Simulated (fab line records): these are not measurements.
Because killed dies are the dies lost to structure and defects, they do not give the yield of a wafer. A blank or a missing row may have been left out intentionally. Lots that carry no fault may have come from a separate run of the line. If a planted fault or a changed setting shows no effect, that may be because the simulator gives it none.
fab line records -- flow n5_finfet
record: lots: 7, wafers: 21
route steps=1938 shown ZERO_LAYER@4 WELL_APT@25 FIN_SAQP@125 FIN_CUT@154 DUMMY_GATE@234 SD_EPI_N@268
start_h: hours from the record's first day to the start of the lot's first wafer shown -- wait_h: hours since the lot's step before -- " repeats the value in the row above -- L1.1+2: several wafers, shown together as one row -- - no value, or no start given -- * or withheld: withheld -- < > ~ a bound
route shown NAME@n: names a module that has steps shown in the file, with the first one's number in the route -- usual: mean and standard deviation over wafers with no fault -- same: alike in all rows -- chamber/n: place in a boat -- sites: readings site by site -- _std_site: standard deviation of those values -- _edge_site: mean of outer sites minus mean of inner sites -- radius_mm: how far each site lies from the wafer's centre -- mask NAME#n: copy n -- behind: the most recent tool/chamber to have shaped the wafer -- hold: reason for holding the lot/hours on hold/outcome of the hold -- device: names the non-switching transistor (n, p or np) -- end of line: tests run on the same wafers once the route is complete -- a step with no rows: only its recipe -- killed: count of dies lost to structure and defects at first sort (not the wafer's yield) -- map: a wafer's dies, marking killed ones x, the rest . and places with no die _
set.NAME: the run value of the setting; set.NAME@STEP: its run value at that earlier step -- model.NAME: the simulator's own value behind a step, which no gauge read
one table per step and one row per wafer, for lots whose settings were changed on purpose
== steps ==
step: N5_ZERO_LAYER_PECVD_02
recipe: material: SiO2, target_thk_a: 100, temp_c: 400, precursor: SiH4/N2O, pressure_torr: 0.75, rf_w: 275, time_s: 6
lot.wafer,tool,chamber,start_h,wait_h,set.time_s,model.SiO2_of_ZERO_LAYER_PECVD_02.thk_nm
L080.2,pecvd-02,1,48.28,0.0,5.28,8.671
L080.3,pecvd-02,0,48.28,0.0,6,9.998
L080.4,pecvd-02,1,48.28,0.0,5.28,8.903
L084.1,pecvd-01,0,72.29,0.0,6,9.976
L084.3,pecvd-01,1,72.29,0.0,6.618,11.06
L084.4,pecvd-01,1,72.29,0.0,6,9.963
L091.2,pecvd-02,0,114.28,0.0,6,10.11
L091.4,pecvd-02,2,114.28,0.0,6,10.18
L091.6,pecvd-02,0,114.28,0.0,6,10.14
L093.1,pecvd-02,0,126.28,0.0,6.617,10.87
L093.3,pecvd-02,1,126.28,0.0,6,10.15
L093.5,pecvd-02,2,126.28,0.0,6.617,11.34
L095.1,pecvd-02,0,138.29,0.0,6,9.941
L095.3,pecvd-02,2,138.29,0.0,6,10.04
L095.6,pecvd-02,2,138.29,0.0,6,10.15
L096.1,pecvd-01,0,144.29,0.0,6,9.773
L096.2,pecvd-01,1,144.29,0.0,6,9.8
L096.4,pecvd-01,2,144.29,0.0,6.883,11.43
L097.1,pecvd-04,2,150.28,0.0,6,9.968
L097.2,pecvd-04,1,150.28,0.0,6,9.879
L097.3,pecvd-04,0,150.28,0.0,6,10.08
step: N5_WELL_APT_PEB_06
recipe: peb_temp_c: 130, peb_time_s: 90
lot.wafer,tool,chamber,start_h,wait_h,set.peb_temp_c
L080.2+3+4,litho_track-04,0,49.60,0.1,130
L084.1+3,litho_track-04,0,73.57,0.1,126.6
L084.4,litho_track-04,0,73.57,0.1,130
L091.2+6,litho_track-04,0,115.70,0.0,127.4
L091.4,litho_track-04,0,115.70,0.0,130
L093.1,litho_track-01,0,127.53,0.1,126.9
L093.3+5,litho_track-01,0,127.53,0.1,130
L095.1,litho_track-01,0,139.45,0.1,127.2
L095.3+6,litho_track-01,0,139.45,0.1,130
L096.1+2+4,litho_track-04,0,145.78,0.1,128.4
L097.1+2+3,litho_track-05,0,151.44,0.1,130
step: N5_WELL_APT_DEVELOP_07
recipe: develop_time_s: 45, rinse_liquid: surfactant_rinse, dry: air_spin, dev_temp_c: 21
lot.wafer,tool,chamber,start_h,wait_h,set.develop_time_s
L080.2+3+4,litho_track-04,0,-,-,45
L084.1+3,litho_track-04,0,-,-,45
L084.4,litho_track-04,0,-,-,51.58
L091.2+4,litho_track-04,0,-,-,45
L091.6,litho_track-04,0,-,-,37.21
L093.1+3,litho_track-01,0,-,-,48.72
L093.5,litho_track-01,0,-,-,45
L095.1+3,litho_track-01,0,-,-,38.93
L095.6,litho_track-01,0,-,-,45
L096.1+2+4,litho_track-04,0,-,-,45
L097.1+2+3,litho_track-05,0,-,-,45
step: N5_WELL_APT_HARDBAKE_12
recipe: temp_c: 130, time_s: 120
step: N5_WELL_APT_CD_MEAS_08
recipe: target_cd_nm: 200, landing_energy_ev: 500, detector: se_inlens
usual: cd_nm: 199.3/1.9
lot.wafer,tool,chamber,start_h,wait_h,set.peb_temp_c@WELL_APT_PEB_06,cd_nm
L080.2,cd_sem-03,0,49.71,-,130,200.6
L080.3,cd_sem-03,0,49.71,-,130,198.2
L080.4,cd_sem-03,0,49.71,-,130,194.3
L084.1,cd_sem-02,0,73.69,-,126.6,179.4
L084.3,cd_sem-02,0,73.69,-,126.6,184.2
L084.4,cd_sem-02,0,73.69,-,130,199.0
L091.2,cd_sem-03,0,115.82,-,127.4,182.2
L091.4,cd_sem-03,0,115.82,-,130,196.6
L091.6,cd_sem-03,0,115.82,-,127.4,183.9
L093.1,cd_sem-02,0,127.65,-,126.9,184.4
L093.3,cd_sem-02,0,127.65,-,130,200.0
L093.5,cd_sem-02,0,127.65,-,130,198.7
L095.1,cd_sem-03,0,139.57,-,127.2,186.2
L095.3,cd_sem-03,0,139.57,-,130,200.2
L095.6,cd_sem-03,0,139.57,-,130,201.5
L096.1,cd_sem-01,0,145.90,-,128.4,192.8
L096.2,cd_sem-01,0,145.90,-,128.4,190.8
L096.4,cd_sem-01,0,145.90,-,128.4,189.7
L097.1,cd_sem-01,0,151.56,-,130,199.2
L097.2,cd_sem-01,0,151.56,-,130,200.4
L097.3,cd_sem-01,0,151.56,-,130,200.2
step: N5_WELL_APT_DESCUM_13
recipe: chemistry: O2, time_s: 7.9, source_power_w: 50, bias_power_w: 20, pressure_mtorr: 20, rf_frequency_hz: 2.712e+07, temp_c: 40, o2_flow_sccm: 225
lot.wafer,tool,chamber,start_h,wait_h,set.peb_temp_c@WELL_APT_PEB_06,model.WELL_APT.cd_nm
L080.2,rie_diel-06,3,49.98,0.2,130,200.5
L080.3,rie_diel-06,2,49.98,0.2,130,198.2
L080.4,rie_diel-06,0,49.98,0.2,130,194.6
L084.1,rie_diel-05,0,73.78,0.0,126.6,179.3
L084.3,rie_diel-05,2,73.78,0.0,126.6,184.1
L084.4,rie_diel-05,3,73.78,0.0,130,198.8
L091.2,rie_diel-01,1,116.05,0.2,127.4,182.7
L091.4,rie_diel-01,0,116.05,0.2,130,197.1
L091.6,rie_diel-01,0,116.05,0.2,127.4,184.2
L093.1,rie_diel-01,0,127.74,0.0,126.9,184.9
L093.3,rie_diel-01,2,127.74,0.0,130,200.1
L093.5,rie_diel-01,2,127.74,0.0,130,198.9
L095.1,rie_diel-05,2,139.66,0.0,127.2,186.1
L095.3,rie_diel-05,3,139.66,0.0,130,199.9
L095.6,rie_diel-05,2,139.66,0.0,130,201
L096.1,rie_diel-05,3,145.99,0.0,128.4,192.9
L096.2,rie_diel-05,0,145.99,0.0,128.4,190
L096.4,rie_diel-05,2,145.99,0.0,128.4,189.6
L097.1,rie_diel-06,2,151.64,0.0,130,199.3
L097.2,rie_diel-06,0,151.64,0.0,130,200.3
L097.3,rie_diel-06,3,151.64,0.0,130,200.5
step: N5_FIN_SAQP_SPACER1_ALD_24
recipe: material: SiO2, target_thk_a: 203, temp_c: 300, ald_precursor_family: BDEAS, ald_co_reactant: O2-plasma, pulse_time_s: 1, purge_time_s: 2, co_reactant_purge_time_s: 2, ald_cycles: 218, pressure_torr: 2
lot.wafer,tool,chamber,start_h,wait_h,set.temp_c
L080.2+3,ald_sin-04,"1,3",60.79,0.3,290.1
L080.4,ald_sin-04,2,60.79,0.3,300
L084.1+3+4,ald_sin-04,"0,3,1",83.50,0.3,300
L091.2,ald_sin-02,3,126.78,0.3,300
L091.4+6,ald_sin-02,0,126.78,0.3,296.2
L093.1+3+5,ald_sin-04,"3,1,3",140.17,0.8,300
L095.1+6,ald_sin-02,"0,2",149.69,0.3,310.5
L095.3,ald_sin-02,2,149.69,0.3,300
L096.1+4,ald_sin-04,"0,3",155.35,0.3,308.8
L096.2,ald_sin-04,2,155.35,0.3,300
L097.1+2+3,ald_sin-04,"1,2,0",160.43,0.6,300
step: N5_FIN_SAQP_SPACER1_ETCHBACK_25
recipe: chemistry: CHF3/O2, mode: anisotropic_etchback, target: SiO2, target_depth_a: 244, time_s: 12.2, pressure_mtorr: 30, source_w: 650, bias_w: 170, Ar_flow_sccm: 200, CHF3_flow_sccm: 50, O2_flow_sccm: 5, ion_energy_ev: 200
step: N5_FIN_SAQP_MANDREL1_REMOVE_56
recipe: chemistry: HBr/Cl2/O2, bt_time_s: 10, target: a-Si, stop_on: SiNx, endpoint: OES-SiCl, over_etch_frac: 1, icp_w: 600, bias_w: 22, HBr_flow_sccm: 150, Cl2_flow_sccm: 80, O2_flow_sccm: 5, pressure_mtorr: 10
lot.wafer,tool,chamber,start_h,wait_h,set.temp_c@FIN_SAQP_SPACER1_ALD_24,model.FIN_SAQP.cd_nm
L080.2+3,rie_si-01,"1,3",61.81,0.1,290.1,21
L080.4,rie_si-01,2,61.81,0.1,300,20.6
L084.1+4,rie_si-04,"2,0",84.66,0.1,300,20.4
L084.3,rie_si-04,1,84.66,0.1,300,20.2
L091.2,rie_si-06,0,127.70,0.1,300,20.4
L091.4+6,rie_si-06,1,127.70,0.1,296.2,20.6
L093.1+3+5,rie_si-06,"1,3,2",141.11,0.1,300,20.4
L095.1+6,rie_si-06,"0,3",150.49,0.1,310.5,19.8
L095.3,rie_si-06,1,150.49,0.1,300,20.2
L096.1,rie_si-06,0,156.16,0.1,308.8,20
L096.2,rie_si-06,3,156.16,0.1,300,20.6
L096.4,rie_si-06,2,156.16,0.1,308.8,20.2
L097.1+3,rie_si-04,"0,3",161.24,0.1,300,20.4
L097.2,rie_si-04,2,161.24,0.1,300,20.2
step: N5_FIN_CUT_COAT_18
recipe: resist: SOC, temp_c: 250, time_s: 60, spin_rpm: 1500, resist_thk_nm: 230
lot.wafer,tool,chamber,start_h,wait_h,set.spin_rpm,model.SOC_of_FIN_CUT_COAT_18.thk_nm
L080.2+4,litho_track-02,0,64.09,0.0,1622,220.8
L080.3,litho_track-02,0,64.09,0.0,1500,229.8
L084.1,litho_track-02,0,86.94,0.0,1500,229.8
L084.3,litho_track-02,0,86.94,0.0,1636,220.6
L084.4,litho_track-02,0,86.94,0.0,1500,230.2
L091.2,litho_track-02,0,130.10,0.0,1584,224
L091.4,litho_track-02,0,130.10,0.0,1584,223.6
L091.6,litho_track-02,0,130.10,0.0,1500,230.2
L093.1,litho_track-02,0,144.16,0.0,1560,224.8
L093.3,litho_track-02,0,144.16,0.0,1500,229
L093.5,litho_track-02,0,144.16,0.0,1560,224.4
L095.1,litho_track-02,0,152.77,0.0,1500,228.8
L095.3,litho_track-02,0,152.77,0.0,1500,230
L095.6,litho_track-02,0,152.77,0.0,1500,229.6
L096.1+4,litho_track-05,0,158.64,0.0,1500,230.2
L096.2,litho_track-05,0,158.64,0.0,1500,230.4
L097.1,litho_track-05,0,163.95,0.0,1500,230.6
L097.2,litho_track-05,0,163.95,0.0,1500,230.2
L097.3,litho_track-05,0,163.95,0.0,1500,230.4
step: N5_FIN_CUT_COAT_19
recipe: resist: SiARC, temp_c: 220, time_s: 60, spin_rpm: 1500, resist_thk_nm: 20
lot.wafer,tool,chamber,start_h,wait_h,set.time_s
L080.2,litho_track-02,0,-,-,46.9
L080.3+4,litho_track-02,0,-,-,60
L084.1,litho_track-02,0,-,-,68.4
L084.3+4,litho_track-02,0,-,-,60
L091.2+4+6,litho_track-02,0,-,-,60
L093.1,litho_track-02,0,-,-,68.63
L093.3+5,litho_track-02,0,-,-,60
L095.1,litho_track-02,0,-,-,60
L095.3+6,litho_track-02,0,-,-,47.62
L096.1+2,litho_track-05,0,-,-,60
L096.4,litho_track-05,0,-,-,51.41
L097.1+2+3,litho_track-05,0,-,-,60
step: N5_FIN_CUT_COAT_29
recipe: resist: underlayer, temp_c: 205, time_s: 60, spin_rpm: 1500, resist_thk_nm: 10
step: N5_FIN_CUT_COAT_02
recipe: resist: CAR-EUV, spin_rpm: 1500, resist_thk_nm: 30
step: N5_FIN_CUT_ETCH_30
recipe: chemistry: N2/H2, target: underlayer, target_depth_a: 130, mask_material: CAR-EUV, time_s: 10.4, ion_energy_ev: 200, pressure_mtorr: 30, source_w: 840, bias_w: 150, n2_flow_sccm: 200, h2_flow_sccm: 200, ends: cleared
step: N5_FIN_CUT_ETCH_20
recipe: chemistry: CF4, target: SiARC, target_depth_a: 260, mask_material: CAR-EUV, time_s: 43.3, ion_energy_ev: 80, pressure_mtorr: 40, source_w: 545, bias_w: 36, Ar_flow_sccm: 100, cf4_flow_sccm: 100, ends: cleared
step: N5_FIN_CUT_ETCH_21
recipe: chemistry: N2/H2, target: SOC, target_depth_a: 2190, overetch_a: 438, mask_material: SiARC, temp_c: 40, ion_energy_ev: 100, bias_w: 61, time_s: 523.5, pressure_mtorr: 30, source_w: 850, n2_flow_sccm: 200, h2_flow_sccm: 200
lot.wafer,tool,chamber,start_h,wait_h,set.spin_rpm@FIN_CUT_COAT_18,model.etch.depth_nm
L080.2,rie_diel-02,1,65.28,0.0,1622,220.8
L080.3,rie_diel-02,0,65.28,0.0,1500,229.9
L080.4,rie_diel-02,2,65.28,0.0,1622,220.9
L084.1,rie_diel-02,0,87.55,0.0,1500,229.8
L084.3,rie_diel-02,1,87.55,0.0,1636,220.6
L084.4,rie_diel-02,0,87.55,0.0,1500,230.1
L091.2,rie_diel-02,3,130.71,0.0,1584,224.1
L091.4,rie_diel-02,0,130.71,0.0,1584,223.7
L091.6,rie_diel-02,1,130.71,0.0,1500,230.3
L093.1,rie_diel-04,2,144.79,0.0,1560,224.7
L093.3,rie_diel-04,0,144.79,0.0,1500,229
L093.5,rie_diel-04,2,144.79,0.0,1560,224.3
L095.1,rie_diel-02,2,153.91,0.0,1500,228.8
L095.3,rie_diel-02,1,153.91,0.0,1500,230
L095.6,rie_diel-02,3,153.91,0.0,1500,229.7
L096.1+4,rie_diel-02,"3,0",159.41,0.0,1500,230.2
L096.2,rie_diel-02,1,159.41,0.0,1500,230.4
L097.1,rie_diel-02,0,164.57,0.0,1500,230.6
L097.2,rie_diel-02,2,164.57,0.0,1500,230.2
L097.3,rie_diel-02,1,164.57,0.0,1500,230.5
step: N5_FIN_CUT_STRIP_23
recipe: chemistry: N2/H2, temp_c: 40, n2_flow_sccm: 200, h2_flow_sccm: 200, rf_frequency_hz: 6e+07
step: N5_FIN_CUT_STRIP_31
recipe: chemistry: N2/H2, temp_c: 40, n2_flow_sccm: 200, h2_flow_sccm: 200, rf_frequency_hz: 6e+07
step: N5_FIN_CUT_PRECLEAN_35
recipe: time_s: 13.3, temp_c: 45, pressure_torr: 125, p_hf_torr: 3, p_coreactant_torr: 25, chemistry: vHF
step: N5_FIN_CUT_CUT_ETCH_15
recipe: chemistry: HBr/Cl2/O2, target: Si, target_depth_a: 1000, bt_time_s: 10, mask_material: SOC, time_s: 42.4, ion_energy_ev: *, bias_w: *, pressure_mtorr: 10, icp_w: 800, HBr_flow_sccm: 150, Cl2_flow_sccm: 80, O2_flow_sccm: 12
step: N5_FIN_CUT_CUT_ETCH_28
recipe: chemistry: HBr/Cl2/O2, target: Si, target_depth_a: 60, mask_material: SOC, time_s: 2.4, ion_energy_ev: *, bias_w: *, pressure_mtorr: 10, icp_w: 800, HBr_flow_sccm: 150, Cl2_flow_sccm: 80, O2_flow_sccm: 12
lot.wafer,tool,chamber,start_h,wait_h,set.spin_rpm@FIN_CUT_COAT_18,model.SOC_of_FIN_CUT_COAT_18.thk_nm
L080.2,rie_si-02,0,65.87,0.0,1622,158.6
L080.3,rie_si-02,2,65.87,0.0,1500,169.4
L080.4,rie_si-02,1,65.87,0.0,1622,160
L084.1,rie_si-05,2,88.14,0.0,1500,169
L084.3,rie_si-05,3,88.14,0.0,1636,159.2
L084.4,rie_si-05,0,88.14,0.0,1500,169.2
L091.2,rie_si-02,3,131.30,0.0,1584,162.2
L091.4,rie_si-02,1,131.30,0.0,1584,163
L091.6,rie_si-02,0,131.30,0.0,1500,169
L093.1,rie_si-02,1,145.44,0.0,1560,163.6
L093.3,rie_si-02,3,145.44,0.0,1500,168.2
L093.5,rie_si-02,3,145.44,0.0,1560,163
L095.1,rie_si-02,3,154.51,0.0,1500,167.8
L095.3,rie_si-02,1,154.51,0.0,1500,169.6
L095.6,rie_si-02,3,154.51,0.0,1500,168.6
L096.1,rie_si-02,0,160.09,0.0,1500,168.8
L096.2,rie_si-02,1,160.09,0.0,1500,169.4
L096.4,rie_si-02,2,160.09,0.0,1500,169.6
L097.1,rie_si-02,1,165.16,0.0,1500,169.6
L097.2,rie_si-02,0,165.16,0.0,1500,168.4
L097.3,rie_si-02,2,165.16,0.0,1500,169
step: N5_DUMMY_GATE_DESCUM_20
recipe: chemistry: O2, time_s: 6.2, source_power_w: 50, bias_power_w: 20, pressure_mtorr: 20, rf_frequency_hz: 2.712e+07, temp_c: 40, resist: CAR-EUV, o2_flow_sccm: 225
lot.wafer,tool,chamber,start_h,wait_h,set.time_s,model.CAR-EUV_of_DUMMY_GATE_COAT_09.thk_nm
L080.2+3,rie_diel-03,"0,1",85.87,0.0,6.2,26.4
L080.4,rie_diel-03,3,85.87,0.0,5.312,26.8
L084.1+3+4,rie_diel-04,"2,1,0",106.50,0.0,6.2,26.6
L091.2+6,rie_diel-03,"1,3",151.72,0.0,6.2,26.4
L091.4,rie_diel-03,0,151.72,0.0,7.549,26
L093.1+3,rie_diel-02,"2,3",165.09,0.0,6.2,26.4
L093.5,rie_diel-02,3,165.09,0.0,5.215,26.8
L095.1+3+6,rie_diel-02,"3,2,3",173.13,0.0,6.2,26.6
L096.1,rie_diel-04,2,181.21,0.3,5.217,26.8
L096.2,rie_diel-04,0,181.21,0.3,5.217,27
L096.4,rie_diel-04,0,181.21,0.3,6.2,26.4
L097.1+2+3,rie_diel-02,"0,1,3",185.43,0.0,6.2,26.4
step: N5_DUMMY_GATE_ETCH_32
recipe: chemistry: CF4, target: SiO2, target_depth_a: 35, time_s: 3.9, ion_energy_ev: 350, pressure_mtorr: 10, icp_w: 800, bias_w: 400, cf4_flow_sccm: 80
lot.wafer,tool,chamber,start_h,wait_h,set.time_s,model.etch.depth_nm
L080.2,rie_si-02,2,86.54,0.1,3.9,3.403
L080.3,rie_si-02,0,86.54,0.1,3.139,2.844
L080.4,rie_si-02,3,86.54,0.1,3.139,2.847
L084.1,rie_si-03,3,107.17,0.1,4.545,3.96
L084.3,rie_si-03,2,107.17,0.1,3.9,3.565
L084.4,rie_si-03,0,107.17,0.1,3.9,3.465
L091.2,rie_si-03,2,152.41,0.1,4.321,3.924
L091.4,rie_si-03,1,152.41,0.1,3.9,3.501
L091.6,rie_si-03,3,152.41,0.1,4.321,3.721
L093.1,rie_si-05,1,165.76,0.1,3.9,3.527
L093.3,rie_si-05,2,165.76,0.1,3.35,3.017
L093.5,rie_si-05,3,165.76,0.1,3.9,3.457
L095.1,rie_si-05,3,173.80,0.1,3.9,3.448
L095.3,rie_si-05,2,173.80,0.1,4.588,4.11
L095.6,rie_si-05,2,173.80,0.1,3.9,3.475
L096.1,rie_si-03,3,181.89,0.1,3.9,3.339
L096.2,rie_si-03,0,181.89,0.1,3.9,3.412
L096.4,rie_si-03,1,181.89,0.1,3.9,3.484
L097.1,rie_si-05,3,186.10,0.1,3.9,3.448
L097.2,rie_si-05,0,186.10,0.1,3.9,3.478
L097.3,rie_si-05,2,186.10,0.1,3.9,3.454
step: N5_SD_EPI_N_PEB_07
recipe: peb_temp_c: 110, peb_time_s: 60, resist: CAR-ArF-block
lot.wafer,tool,chamber,start_h,wait_h,set.peb_time_s
L080.2,litho_track-04,0,88.10,0.0,60
L080.3+4,litho_track-04,0,88.10,0.0,52.23
L084.1+4,litho_track-01,0,108.46,0.1,51.53
L084.3,litho_track-01,0,108.46,0.1,60
L091.2+4+6,litho_track-05,0,153.71,0.0,60
L093.1+3,litho_track-01,0,167.17,0.1,60
L093.5,litho_track-01,0,167.17,0.1,64.15
L095.1+3,litho_track-04,0,175.92,0.1,48.52
L095.6,litho_track-04,0,175.92,0.1,60
L096.1,litho_track-01,0,183.52,0.1,60
L096.2+4,litho_track-01,0,183.52,0.1,47.69
L097.1+2+3,litho_track-01,0,187.90,0.1,60
step: N5_SD_EPI_N_DEVELOP_08
recipe: develop_time_s: 30, developer: TMAH, resist: CAR-ArF-block, dev_temp_c: 23, rinse_liquid: diw, dry: air_spin
step: N5_SD_EPI_N_CD_MEAS_09
recipe: target_cd_nm: 120, landing_energy_ev: 500, detector: se_inlens
usual: cd_nm: 120.1/0.61
lot.wafer,tool,chamber,start_h,wait_h,set.peb_time_s@SD_EPI_N_PEB_07,cd_nm
L080.2,cd_sem-02,0,88.16,-,60,120.9
L080.3,cd_sem-02,0,88.16,-,52.23,115.4
L080.4,cd_sem-02,0,88.16,-,52.23,114.5
L084.1,cd_sem-03,0,108.53,-,51.53,115.4
L084.3,cd_sem-03,0,108.53,-,60,119.7
L084.4,cd_sem-03,0,108.53,-,51.53,115.2
L091.2,cd_sem-02,0,153.78,-,60,120.3
L091.4,cd_sem-02,0,153.78,-,60,120.9
L091.6,cd_sem-02,0,153.78,-,60,120.4
L093.1,cd_sem-02,0,167.24,-,60,119.7
L093.3,cd_sem-02,0,167.24,-,60,120.4
L093.5,cd_sem-02,0,167.24,-,64.15,122.2
L095.1,cd_sem-01,0,175.99,-,48.52,113.2
L095.3,cd_sem-01,0,175.99,-,48.52,110.7
L095.6,cd_sem-01,0,175.99,-,60,119.3
L096.1,cd_sem-03,0,183.59,-,60,119.3
L096.2,cd_sem-03,0,183.59,-,47.69,111.7
L096.4,cd_sem-03,0,183.59,-,47.69,111.2
L097.1,cd_sem-02,0,187.97,-,60,120.1
L097.2,cd_sem-02,0,187.97,-,60,120.3
L097.3,cd_sem-02,0,187.97,-,60,119.2
step: N5_SD_EPI_N_DESCUM_14
recipe: chemistry: O2, time_s: 7.9, source_power_w: 50, bias_power_w: 20, pressure_mtorr: 20, rf_frequency_hz: 2.712e+07, temp_c: 40, resist: CAR-ArF-block, o2_flow_sccm: 225
lot.wafer,tool,chamber,start_h,wait_h,set.peb_time_s@SD_EPI_N_PEB_07,model.SD_EPI_N.cd_nm
L080.2,rie_diel-01,3,88.25,0.0,60,120.8
L080.3,rie_diel-01,0,88.25,0.0,52.23,115.4
L080.4,rie_diel-01,1,88.25,0.0,52.23,114.2
L084.1,rie_diel-06,0,108.62,0.0,51.53,115
L084.3,rie_diel-06,3,108.62,0.0,60,119.4
L084.4,rie_diel-06,2,108.62,0.0,51.53,115.2
L091.2,rie_diel-01,0,153.91,0.1,60,120.4
L091.4+6,rie_diel-01,"1,2",153.91,0.1,60,120.6
L093.1,rie_diel-06,3,167.33,0.0,60,119.4
L093.3,rie_diel-06,1,167.33,0.0,60,120.4
L093.5,rie_diel-06,2,167.33,0.0,64.15,122.2
L095.1,rie_diel-01,0,176.08,0.0,48.52,113.2
L095.3,rie_diel-01,3,176.08,0.0,48.52,111
L095.6,rie_diel-01,2,176.08,0.0,60,119.4
L096.1,rie_diel-01,2,183.78,0.1,60,119.8
L096.2,rie_diel-01,0,183.78,0.1,47.69,111.6
L096.4,rie_diel-01,1,183.78,0.1,47.69,111
L097.1,rie_diel-06,1,188.22,0.2,60,120
L097.2,rie_diel-06,2,188.22,0.2,60,120.4
L097.3,rie_diel-06,3,188.22,0.2,60,119.6
step: N5_SD_EPI_N_ETCH_34
recipe: chemistry: CF4, target: SiARC, target_depth_a: 455, mask_material: CAR-ArF-block, time_s: 75.8, ion_energy_ev: 80, pressure_mtorr: 40, source_w: 545, bias_w: 36, Ar_flow_sccm: 100, cf4_flow_sccm: 100, ends: cleared
lot.wafer,tool,chamber,start_h,wait_h,set.peb_time_s@SD_EPI_N_PEB_07,model.SD_EPI_N.cd_nm
L080.2,rie_diel-01,3,88.29,0.0,60,121
L080.3,rie_diel-01,0,88.29,0.0,52.23,115.4
L080.4,rie_diel-01,1,88.29,0.0,52.23,114
L084.1,rie_diel-06,0,108.65,0.0,51.53,115
L084.3,rie_diel-06,3,108.65,0.0,60,119.6
L084.4,rie_diel-06,2,108.65,0.0,51.53,115.2
L091.2,rie_diel-01,0,153.95,0.0,60,120.4
L091.4,rie_diel-01,1,153.95,0.0,60,120.8
L091.6,rie_diel-01,2,153.95,0.0,60,120.6
L093.1,rie_diel-06,3,167.36,0.0,60,119.4
L093.3,rie_diel-06,1,167.36,0.0,60,120.2
L093.5,rie_diel-06,2,167.36,0.0,64.15,122.4
L095.1,rie_diel-01,0,176.11,0.0,48.52,113
L095.3,rie_diel-01,3,176.11,0.0,48.52,111
L095.6,rie_diel-01,2,176.11,0.0,60,119.4
L096.1,rie_diel-01,2,183.81,0.0,60,120
L096.2,rie_diel-01,0,183.81,0.0,47.69,111.6
L096.4,rie_diel-01,1,183.81,0.0,47.69,111
L097.1,rie_diel-06,1,188.25,0.0,60,120
L097.2,rie_diel-06,2,188.25,0.0,60,120.6
L097.3,rie_diel-06,3,188.25,0.0,60,119.6
step: N5_SD_EPI_N_ETCH_35
recipe: chemistry: N2/H2, target: SOC, overetch_a: 1080, mask_material: SiARC, temp_c: 40, ion_energy_ev: 100, source_w: 3000, bias_w: 133, pressure_mtorr: 20, time_s: 486, n2_flow_sccm: 200, h2_flow_sccm: 200
lot.wafer,tool,chamber,start_h,wait_h,set.peb_time_s@SD_EPI_N_PEB_07,model.SD_EPI_N.cd_nm
L080.2,rie_diel-01,3,88.34,0.0,60,120.6
L080.3+4,rie_diel-01,"0,1",88.34,0.0,52.23,114.4
L084.1,rie_diel-06,0,108.71,0.0,51.53,116
L084.3,rie_diel-06,3,108.71,0.0,60,119.8
L084.4,rie_diel-06,2,108.71,0.0,51.53,114.6
L091.2,rie_diel-01,0,154.00,0.0,60,119
L091.4,rie_diel-01,1,154.00,0.0,60,119.6
L091.6,rie_diel-01,2,154.00,0.0,60,120.6
L093.1,rie_diel-06,3,167.42,0.0,60,119.2
L093.3,rie_diel-06,1,167.42,0.0,60,119
L093.5,rie_diel-06,2,167.42,0.0,64.15,122.2
L095.1,rie_diel-01,0,176.17,0.0,48.52,112.2
L095.3,rie_diel-01,3,176.17,0.0,48.52,111.8
L095.6,rie_diel-01,2,176.17,0.0,60,120.4
L096.1,rie_diel-01,2,183.87,0.0,60,119.8
L096.2,rie_diel-01,0,183.87,0.0,47.69,111.2
L096.4,rie_diel-01,1,183.87,0.0,47.69,109.4
L097.1,rie_diel-06,1,188.31,0.0,60,120
L097.2,rie_diel-06,2,188.31,0.0,60,120.8
L097.3,rie_diel-06,3,188.31,0.0,60,119.4
== key ==
split: step: N5_ZERO_LAYER_PECVD_02, setting: time_s, stated: 6, by: wafer
response: step: N5_ZERO_LAYER_PECVD_02, reading: model.SiO2_of_ZERO_LAYER_PECVD_02.thk_nm, change: +0.104, per: 1%, r: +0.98
split: step: N5_WELL_APT_PEB_06, setting: peb_temp_c, stated: 130, by: wafer
response: step: N5_WELL_APT_CD_MEAS_08, reading: cd_nm, change: +6.57, per: 1%, r: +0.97
response: step: N5_WELL_APT_DESCUM_13, reading: model.WELL_APT.cd_nm, change: +6.52, per: 1%, r: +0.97
split: step: N5_WELL_APT_DEVELOP_07, setting: develop_time_s, stated: 45, by: wafer
response none clear
split: step: N5_FIN_SAQP_SPACER1_ALD_24, setting: temp_c, stated: 300, by: wafer
response: step: N5_FIN_SAQP_MANDREL1_REMOVE_56, reading: model.FIN_SAQP.cd_nm, change: -0.133, per: 1%, r: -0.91
split: step: N5_FIN_CUT_COAT_18, setting: spin_rpm, stated: 1500, by: wafer
response: step: N5_FIN_CUT_COAT_18, reading: model.SOC_of_FIN_CUT_COAT_18.thk_nm, change: -1.08, per: 1%, r: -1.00
response: step: N5_FIN_CUT_ETCH_21, reading: model.etch.depth_nm, change: -1.08, per: 1%, r: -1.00
response: step: N5_FIN_CUT_CUT_ETCH_28, reading: model.SOC_of_FIN_CUT_COAT_18.thk_nm, change: -1.16, per: 1%, r: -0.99
split: step: N5_FIN_CUT_COAT_19, setting: time_s, stated: 60, by: wafer
response none clear
split: step: N5_DUMMY_GATE_DESCUM_20, setting: time_s, stated: 6.2, by: wafer
response: step: N5_DUMMY_GATE_DESCUM_20, reading: model.CAR-EUV_of_DUMMY_GATE_COAT_09.thk_nm, change: -0.0243, per: 1%, r: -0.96
split: step: N5_DUMMY_GATE_ETCH_32, setting: time_s, stated: 3.9, by: wafer
response: step: N5_DUMMY_GATE_ETCH_32, reading: model.etch.depth_nm, change: +0.0311, per: 1%, r: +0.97
split: step: N5_SD_EPI_N_PEB_07, setting: peb_time_s, stated: 60, by: wafer
response: step: N5_SD_EPI_N_CD_MEAS_09, reading: cd_nm, change: +0.379, per: 1%, r: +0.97
response: step: N5_SD_EPI_N_DESCUM_14, reading: model.SD_EPI_N.cd_nm, change: +0.39, per: 1%, r: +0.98
response: step: N5_SD_EPI_N_ETCH_34, reading: model.SD_EPI_N.cd_nm, change: +0.402, per: 1%, r: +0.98
response: step: N5_SD_EPI_N_ETCH_35, reading: model.SD_EPI_N.cd_nm, change: +0.433, per: 1%, r: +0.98
